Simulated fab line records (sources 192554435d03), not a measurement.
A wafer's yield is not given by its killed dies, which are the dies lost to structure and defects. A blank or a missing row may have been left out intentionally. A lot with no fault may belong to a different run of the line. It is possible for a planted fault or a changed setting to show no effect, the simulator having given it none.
fab line records + flow n5Finfet
record:
- lots: 10
- wafers: 30
- lastDay: 21
route steps=1938 shown BEOL_M9@1422
lots that met no fault: from a run of the same line without faults
startH: hours from the record's first day to the start of the lot's first wafer shown + waitH: time in hours since the lot's previous step + " as in the row above + L1.1+2: several wafers, shown together as one row + - no value present, or no start provided + * or withheld: withheld + < > ~ a bound
route shown NAME@n: a module of which the file shows steps, and the number in the route of the first + usual: mean and standard deviation over wafers with no fault + same: alike in all rows + chamber/n: place in a boat + sites: readings site by site + _std_site: standard deviation of those values + _edge_site: the outer-site mean with the inner-site mean subtracted + radiusMm: how far each site lies from the wafer's centre + mask NAME#n: copy n + behind: the most recent tool/chamber to have shaped the wafer + hold: reason for holding the lot/hours on hold/outcome of the hold + device: which transistor (n, p or np) failed to switch + end of line: the tests these same wafers got at the end of their route + where a step has no rows: the recipe by itself + killed: at the first sort, the dies lost to defects and structure; wafer yield is something else + map: the dies of a wafer, with x for killed, . for not killed, _ for no die there
set.NAME: setting as actually run; set.NAME@STEP: the setting as run at that earlier step + model.NAME: the simulator's own value behind a step, which no gauge read
the route's steps for a sample of lots (tables are steps, rows are wafers)
services: a tool's chamber out of use, with start hour (startH, from the record's first day; less than 0 if before it), hours out, and reason
== steps ==
step: N5_BEOL_M9_HM_OPEN_17
recipe:
- chemistry: Cl2/BCl3
- targetDepthA: 200
- overetchA: 60
- target: TiN
- maskMaterial: SOC
- ionEnergyEv: 150
- pressureMtorr: 10
- icpW: 1000
- biasW: 126
- Cl2_flow_sccm: 53.25
- bcl3FlowSccm: 21.75
- Ar_flow_sccm: 25
usual:
- drypumpMotorCurrentA: 6.2/0.39
- oesProductAu: 0.72/0.039
- throttleValvePct: 22.08/0.2
| lot.wafer | tool        | chamber | startH | waitH | drypumpMotorCurrentA | oesProductAu | rfHoursCounterH | throttleValvePct |
|-----------|-------------|---------|--------|-------|----------------------|--------------|-----------------|------------------|
| L347.2    | rieMetal-01 | 0       | 322.12 | 0.0   | 6.0                  | 0.74         | 16              | 22.02            |
| L347.4    | "           | 0       | "      | "     | 6.0                  | 0.73         | -               | 22.02            |
| L347.5    | "           | 1       | "      | "     | 6.7                  | 0.79         | -               | 22.39            |
| L351.3    | rieMetal-01 | 1       | 326.79 | 0.1   | 6.7                  | 0.79         | -               | 22.38            |
| L351.4    | "           | 0       | "      | "     | 6.0                  | 0.73         | -               | 22.05            |
| L351.6    | "           | 1       | "      | "     | 6.7                  | 0.78         | -               | 22.38            |
| L348.4    | rieMetal-01 | 1       | 331.47 | 0.1   | 6.7                  | 0.78         | -               | 22.39            |
| L348.5    | "           | 1       | "      | "     | 6.7                  | 0.78         | -               | 22.38            |
| L348.6    | "           | 0       | "      | "     | 6.0                  | 0.73         | -               | 22.05            |
| L355.2    | rieMetal-02 | 1       | 345.99 | 0.0   | 5.7                  | 0.72         | 24              | 22.00            |
| L355.3    | "           | 0       | "      | "     | 6.6                  | 0.74         | -               | 21.83            |
| L355.4    | "           | 1       | "      | "     | 5.8                  | 0.74         | -               | 21.99            |
| L353.1    | rieMetal-01 | 0       | 369.26 | 0.0   | 6.0                  | 0.71         | 22              | 22.06            |
| L353.4    | "           | 0       | "      | "     | 6.0                  | 0.71         | -               | 22.04            |
| L353.5    | "           | 0       | "      | "     | 6.0                  | 0.71         | -               | 22.05            |
| L352.2    | rieMetal-01 | 0       | 369.66 | 0.0   | 6.0                  | 0.72         | 22              | 22.06            |
| L352.3    | "           | 0       | "      | "     | 6.0                  | 0.72         | -               | 22.04            |
| L352.6    | "           | 0       | "      | "     | 6.0                  | 0.72         | -               | 22.04            |
| L354.2    | rieMetal-02 | 1       | 382.05 | 0.0   | 5.7                  | 0.72         | 28              | 21.98            |
| L354.3    | "           | 0       | "      | "     | 6.6                  | 0.72         | -               | 21.86            |
| L354.4    | "           | 1       | "      | "     | 5.7                  | 0.72         | -               | 22.00            |
| L363.2    | rieMetal-03 | 0       | 410.29 | 0.1   | 6.2                  | 0.70         | -               | 22.06            |
| L363.3    | "           | 0       | "      | "     | 6.2                  | 0.70         | -               | 22.06            |
| L363.4    | "           | 0       | "      | "     | 6.2                  | 0.70         | -               | 22.07            |
| L365.1    | rieMetal-01 | 1       | 410.57 | 0.1   | 6.7                  | 0.75         | 15              | 22.39            |
| L365.2    | "           | 0       | "      | "     | 6.0                  | 0.70         | 25              | 22.05            |
| L365.5    | "           | 1       | "      | "     | 6.7                  | 0.75         | -               | 22.39            |
| L366.4    | rieMetal-02 | 0       | 441.18 | 0.1   | 6.5                  | 0.71         | -               | 21.86            |
| L366.5    | "           | 0       | "      | "     | 6.6                  | 0.71         | -               | 21.86            |
| L366.6    | "           | 1       | "      | "     | 5.7                  | 0.70         | -               | 22.01            |
step: N5_BEOL_M9_OVL_MEAS_29
recipe:
- pointsPerWafer: 522
usual:
- V8_OVL: 0.3/0.65
| lot.wafer | tool       | chamber | startH | waitH | V8_OVL[nm] |
|-----------|------------|---------|--------|-------|------------|
| L347.2    | overlay-02 | 0       | 323.67 | 0.0   | -1.1       |
| L347.4    | "          | 0       | "      | "     | -0.2       |
| L347.5    | "          | 0       | "      | "     | 1.1        |
| L351.3    | overlay-02 | 0       | 327.48 | 0.0   | 0.8        |
| L351.4    | "          | 0       | "      | "     | 0.5        |
| L351.6    | "          | 0       | "      | "     | 1.3        |
| L348.4    | overlay-02 | 0       | 333.20 | 0.0   | -0.3       |
| L348.5    | "          | 0       | "      | "     | 0.1        |
| L348.6    | "          | 0       | "      | "     | -1.3       |
| L355.2    | overlay-02 | 0       | 348.73 | 0.0   | 0.5        |
| L355.3    | "          | 0       | "      | "     | 0.0        |
| L355.4    | "          | 0       | "      | "     | 0.8        |
| L353.1    | overlay-01 | 0       | 369.97 | 0.0   | -0.1       |
| L353.4    | "          | 0       | "      | "     | -0.3       |
| L353.5    | "          | 0       | "      | "     | 0.8        |
| L352.2    | overlay-01 | 0       | 372.72 | 0.0   | 1.1        |
| L352.3    | "          | 0       | "      | "     | 0.0        |
| L352.6    | "          | 0       | "      | "     | 0.8        |
| L354.2    | overlay-02 | 0       | 383.61 | 0.0   | 0.0        |
| L354.3    | "          | 0       | "      | "     | 0.1        |
| L354.4    | "          | 0       | "      | "     | 0.1        |
| L365.1    | overlay-01 | 0       | 412.68 | 0.0   | 1.3        |
| L365.2    | "          | 0       | "      | "     | 1.0        |
| L365.5    | "          | 0       | "      | "     | 0.7        |
| L363.2    | overlay-02 | 0       | 412.72 | 0.0   | -0.7       |
| L363.3    | "          | 0       | "      | "     | -0.2       |
| L363.4    | "          | 0       | "      | "     | -0.5       |
| L366.4    | overlay-02 | 0       | 441.94 | 0.0   | -0.1       |
| L366.5    | "          | 0       | "      | "     | 0.2        |
| L366.6    | "          | 0       | "      | "     | -0.1       |
step: N5_BEOL_M9_ETCH_76
recipe:
- chemistry: N2/H2
- target: underlayer
- targetDepthA: 65
- maskMaterial: CAR-EUV
- timeS: 5.2
- ionEnergyEv: 200
- pressureMtorr: 30
- sourceW: 840
- biasW: 150
- n2FlowSccm: 200
- h2FlowSccm: 200
- ends: cleared
usual:
- biasW: 150.0/0.43
- drypumpMotorCurrentA: 5.6/0.49
- etchRfOnTimeS: 5.27/0.18
- oesProductAu: 0.67/0.07
- rfVppV: 524.3/2.9
- showerheadPlenumPTorr: 2.57/0.094
- throttleValvePct: 17.9/0.32
| lot.wafer | tool       | chamber | startH | waitH | biasW | drypumpMotorCurrentA | etchRfOnTimeS | oesProductAu | rfHoursCounterH | rfVppV | showerheadPlenumPTorr | throttleValvePct |
|-----------|------------|---------|--------|-------|-------|----------------------|---------------|--------------|-----------------|--------|-----------------------|------------------|
| L347.2    | rieDiel-05 | 1       | 323.94 | 0.0   | 149.9 | 5.6                  | 5.34          | 0.58         | 244             | 523.2  | 2.62                  | 18.2             |
| L347.4    | "          | 2       | "      | "     | 149.5 | 6.1                  | 5.15          | 0.64         | 167             | 526.8  | 2.67                  | 18.1             |
| L347.5    | "          | 1       | "      | "     | 149.6 | 5.5                  | 5.41          | 0.58         | -               | 525.7  | 2.62                  | 18.2             |
| L351.3    | rieDiel-05 | 3       | 327.60 | 0.0   | 150.2 | 5.7                  | 5.22          | 0.61         | 204             | 522.8  | 2.42                  | 17.9             |
| L351.4    | "          | 0       | "      | "     | 149.6 | 5.0                  | 5.34          | 0.59         | 212             | 520.3  | 2.40                  | 18.0             |
| L351.6    | "          | 0       | "      | "     | 150.2 | 5.0                  | 5.33          | 0.59         | -               | 520.7  | 2.40                  | 18.0             |
| L348.4    | rieDiel-02 | 1       | 333.30 | 0.0   | 149.5 | 6.4                  | 5.47          | 0.66         | 124             | 525.9  | 2.66                  | 17.7             |
| L348.5    | "          | 3       | "      | "     | 149.6 | 5.7                  | 5.41          | 0.66         | -               | 521.9  | 2.48                  | 18.5             |
| L348.6    | "          | 2       | "      | "     | 150.5 | 5.0                  | 5.33          | 0.80         | -               | 524.7  | 2.60                  | 17.6             |
| L355.2    | rieDiel-02 | 0       | 348.85 | 0.0   | 150.2 | 4.8                  | 5.17          | 0.77         | 28              | 527.8  | 2.68                  | 18.0             |
| L355.3    | "          | 2       | "      | "     | 150.5 | 5.1                  | 5.40          | 0.78         | 6               | 525.2  | 2.60                  | 17.6             |
| L355.4    | "          | 3       | "      | "     | 149.5 | 5.7                  | 5.47          | 0.66         | 127             | 517.6  | 2.48                  | 18.6             |
| L353.1    | rieDiel-06 | 0       | 370.10 | 0.0   | 150.5 | 5.8                  | 5.34          | 0.62         | 183             | 524.5  | 2.55                  | 18.3             |
| L353.4    | "          | 2       | "      | "     | 150.5 | 5.5                  | 5.15          | 0.79         | 16              | 520.6  | 2.48                  | 17.3             |
| L353.5    | "          | 1       | "      | "     | 150.4 | 5.5                  | 5.25          | 0.65         | -               | 526.9  | 2.63                  | 17.5             |
| L352.2    | rieDiel-06 | 3       | 372.84 | 0.0   | 150.5 | 6.0                  | 4.83          | 0.75         | 61              | 524.5  | 2.57                  | 17.8             |
| L352.3    | "          | 0       | "      | "     | 149.8 | 5.8                  | 5.38          | 0.62         | 183             | 523.0  | 2.55                  | 18.3             |
| L352.6    | "          | 3       | "      | "     | 150.3 | 6.0                  | 4.86          | 0.75         | -               | 523.7  | 2.57                  | 17.8             |
| L354.2    | rieDiel-02 | 0       | 383.82 | 0.0   | 150.0 | 4.8                  | 5.13          | 0.76         | 39              | 528.1  | 2.68                  | 18.0             |
| L354.3    | "          | 3       | "      | "     | 150.2 | 5.7                  | 5.47          | 0.64         | 138             | 521.1  | 2.48                  | 18.6             |
| L354.4    | "          | 2       | "      | "     | 150.2 | 5.0                  | 5.39          | 0.75         | 17              | 523.4  | 2.60                  | 17.6             |
| L365.1    | rieDiel-05 | 3       | 412.88 | 0.0   | 149.6 | 5.7                  | 5.13          | 0.60         | 233             | 521.5  | 2.41                  | 17.9             |
| L365.2    | "          | 0       | "      | "     | 150.1 | 5.0                  | 5.21          | 0.57         | 240             | 520.6  | 2.39                  | 18.0             |
| L365.5    | "          | 0       | "      | "     | 149.5 | 5.0                  | 5.16          | 0.59         | -               | 520.9  | 2.39                  | 18.1             |
| L363.2    | rieDiel-02 | 2       | 412.97 | 0.0   | 150.1 | 5.1                  | 5.29          | 0.75         | 25              | 525.1  | 2.59                  | 17.6             |
| L363.3    | "          | 0       | "      | "     | 150.7 | 4.9                  | 5.12          | 0.75         | 46              | 527.2  | 2.67                  | 18.0             |
| L363.4    | "          | 1       | "      | "     | 150.2 | 6.4                  | 5.51          | 0.63         | 147             | 526.0  | 2.65                  | 17.7             |
| L366.4    | rieDiel-06 | 0       | 442.06 | 0.0   | 149.8 | 5.8                  | 5.41          | 0.61         | -               | 523.6  | 2.54                  | 18.3             |
| L366.5    | "          | 3       | "      | "     | 149.8 | 6.1                  | 4.89          | 0.73         | -               | 525.3  | 2.56                  | 17.9             |
| L366.6    | "          | 1       | "      | "     | 149.9 | 5.6                  | 5.35          | 0.64         | -               | 527.4  | 2.62                  | 17.6             |
step: N5_BEOL_M9_ETCH_66
recipe:
- chemistry: N2/H2
- target: SOC
- targetDepthA: 800
- overetchA: 160
- maskMaterial: SiARC
- tempC: 40
- timeS: 120
- ionEnergyEv: 200
- pressureMtorr: 30
- sourceW: 840
- biasW: 150
- n2FlowSccm: 200
- h2FlowSccm: 200
usual:
- biasW: 149.9/0.45
- drypumpMotorCurrentA: 5.6/0.48
- oesProductAu: 0.61/0.06
- rfVppV: 524.4/2.7
- showerheadPlenumPTorr: 2.57/0.094
- throttleValvePct: 17.9/0.32
same:
- timeS: 120
| lot.wafer | tool       | chamber | startH | waitH | biasW | drypumpMotorCurrentA | oesProductAu | rfHoursCounterH | rfVppV | showerheadPlenumPTorr | throttleValvePct |
|-----------|------------|---------|--------|-------|-------|----------------------|--------------|-----------------|--------|-----------------------|------------------|
| L347.2    | rieDiel-05 | 1       | 323.99 | 0.0   | 150.6 | 5.6                  | 0.52         | 244             | 524.5  | 2.62                  | 18.2             |
| L347.4    | "          | 2       | "      | "     | 150.0 | 6.1                  | 0.57         | 167             | 526.4  | 2.67                  | 18.0             |
| L347.5    | "          | 1       | "      | "     | 149.8 | 5.6                  | 0.54         | -               | 526.0  | 2.62                  | 18.2             |
| L351.3    | rieDiel-05 | 3       | 327.64 | 0.0   | 149.6 | 5.7                  | 0.55         | 204             | 519.6  | 2.42                  | 17.8             |
| L351.4    | "          | 0       | "      | "     | 149.1 | 5.0                  | 0.54         | 212             | 521.7  | 2.40                  | 18.0             |
| L351.6    | "          | 0       | "      | "     | 149.7 | 5.0                  | 0.54         | -               | 521.1  | 2.40                  | 17.9             |
| L348.4    | rieDiel-02 | 1       | 333.35 | 0.0   | 149.5 | 6.4                  | 0.60         | 124             | 527.8  | 2.66                  | 17.7             |
| L348.5    | "          | 3       | "      | "     | 149.9 | 5.7                  | 0.61         | -               | 521.2  | 2.48                  | 18.5             |
| L348.6    | "          | 2       | "      | "     | 150.9 | 5.0                  | 0.73         | -               | 526.9  | 2.60                  | 17.5             |
| L355.2    | rieDiel-02 | 0       | 348.89 | 0.0   | 149.9 | 4.8                  | 0.68         | 28              | 527.6  | 2.68                  | 18.0             |
| L355.3    | "          | 2       | "      | "     | 150.8 | 5.0                  | 0.71         | 6               | 525.7  | 2.60                  | 17.5             |
| L355.4    | "          | 3       | "      | "     | 150.0 | 5.7                  | 0.60         | 127             | 521.2  | 2.48                  | 18.5             |
| L353.1    | rieDiel-06 | 0       | 370.14 | 0.0   | 149.6 | 5.8                  | 0.56         | 183             | 524.5  | 2.55                  | 18.2             |
| L353.4    | "          | 2       | "      | "     | 150.5 | 5.6                  | 0.72         | 16              | 522.3  | 2.48                  | 17.3             |
| L353.5    | "          | 1       | "      | "     | 149.6 | 5.5                  | 0.59         | -               | 526.4  | 2.63                  | 17.5             |
| L352.2    | rieDiel-06 | 3       | 372.88 | 0.0   | 149.5 | 6.0                  | 0.66         | 61              | 525.2  | 2.57                  | 17.7             |
| L352.3    | "          | 0       | "      | "     | 149.9 | 5.8                  | 0.56         | 183             | 521.8  | 2.55                  | 18.2             |
| L352.6    | "          | 3       | "      | "     | 149.2 | 6.1                  | 0.66         | -               | 525.1  | 2.57                  | 17.7             |
| L354.2    | rieDiel-02 | 0       | 383.86 | 0.0   | 150.3 | 4.8                  | 0.67         | 39              | 527.3  | 2.68                  | 18.0             |
| L354.3    | "          | 3       | "      | "     | 150.3 | 5.7                  | 0.59         | 138             | 520.3  | 2.48                  | 18.5             |
| L354.4    | "          | 2       | "      | "     | 149.0 | 5.1                  | 0.69         | 17              | 526.8  | 2.60                  | 17.6             |
| L365.1    | rieDiel-05 | 3       | 412.93 | 0.0   | 149.5 | 5.8                  | 0.53         | 233             | 519.1  | 2.41                  | 17.9             |
| L365.2    | "          | 0       | "      | "     | 149.5 | 5.0                  | 0.53         | 240             | 521.0  | 2.39                  | 18.0             |
| L365.5    | "          | 0       | "      | "     | 150.0 | 5.0                  | 0.53         | -               | 521.0  | 2.39                  | 18.0             |
| L363.2    | rieDiel-02 | 2       | 413.01 | 0.0   | 150.1 | 5.0                  | 0.67         | 25              | 525.5  | 2.59                  | 17.6             |
| L363.3    | "          | 0       | "      | "     | 136.9 | 4.9                  | 0.66         | 46              | 498.3  | 2.67                  | 18.0             |
| L363.4    | "          | 1       | "      | "     | 150.8 | 6.4                  | 0.58         | 147             | 526.4  | 2.65                  | 17.7             |
| L366.4    | rieDiel-06 | 0       | 442.14 | 0.0   | 150.3 | 5.8                  | 0.55         | -               | 523.7  | 2.54                  | 18.2             |
| L366.5    | "          | 3       | "      | "     | 150.2 | 6.0                  | 0.64         | -               | 523.9  | 2.56                  | 17.8             |
| L366.6    | "          | 1       | "      | "     | 148.8 | 5.6                  | 0.58         | -               | 525.5  | 2.62                  | 17.5             |
== services ==
| tool        | chamber | startH | hours | kind                        |
|-------------|---------|--------|-------|-----------------------------|
| rieDiel-02  | 2       | 317.30 | -     | clean                       |
| rieDiel-02  | 2       | 317.30 | -     | consumableReplace:focusRing |
| rieDiel-02  | 2       | 317.30 | 12.3  | scheduledDown               |
| rieDiel-02  | 2       | 317.30 | 12.3  | ventCycle                   |
| rieMetal-02 | 0       | 324.89 | 7.6   | repair                      |
| rieDiel-05  | 0       | 344.40 | 2.8   | repair                      |
| rieDiel-05  | 1       | 347.18 | -     | clean                       |
| rieDiel-05  | 1       | 347.18 | -     | consumableReplace:esc       |
| rieDiel-05  | 1       | 347.18 | -     | consumableReplace:focusRing |
| rieDiel-05  | 1       | 347.18 | 37.7  | scheduledDown               |
| rieDiel-05  | 1       | 347.18 | 37.7  | ventCycle                   |
| rieDiel-02  | 1       | 367.74 | 5.0   | repair                      |
| rieDiel-06  | 0       | 401.30 | 8.8   | repair                      |
| rieMetal-03 | 1       | 402.05 | -     | clean                       |
| rieMetal-03 | 1       | 402.05 | 14.9  | scheduledDown               |
| rieMetal-03 | 1       | 402.05 | 14.9  | ventCycle                   |
| rieDiel-06  | 0       | 411.47 | 6.5   | repair                      |
| rieDiel-02  | 2       | 417.51 | 2.8   | repair                      |
| rieDiel-06  | 2       | 431.53 | 15.6  | repair                      |
== key ==
firstSign:
- step: N5_BEOL_M9_ETCH_66
- reading: biasW
- direction: down
- sigmas: 29
- usual: *
- struck: *
effect:
- step: N5_BEOL_M9_ETCH_66
- reading: rfVppV
- direction: down
- sigmas: 9.8
- usual: 524.4
- struck: 498.3
metAt N5_BEOL_M9_ETCH_66
struckLots L363
struckWafers L363.3
notActingAt N5_BEOL_M9_HM_OPEN_17,N5_BEOL_M9_OVL_MEAS_29,N5_BEOL_M9_ETCH_76
onsetBetween 383.86 413.01
fault:
- kind: processParameterDrift
- tool: rieDiel-02
- chamber: 0
- onsetH: 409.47
- steps: N5_BEOL_M9_ETCH_66
- channel: biasW
- offset: *
- shape: step
- endH: 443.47
- actsIn: *
- stated: *
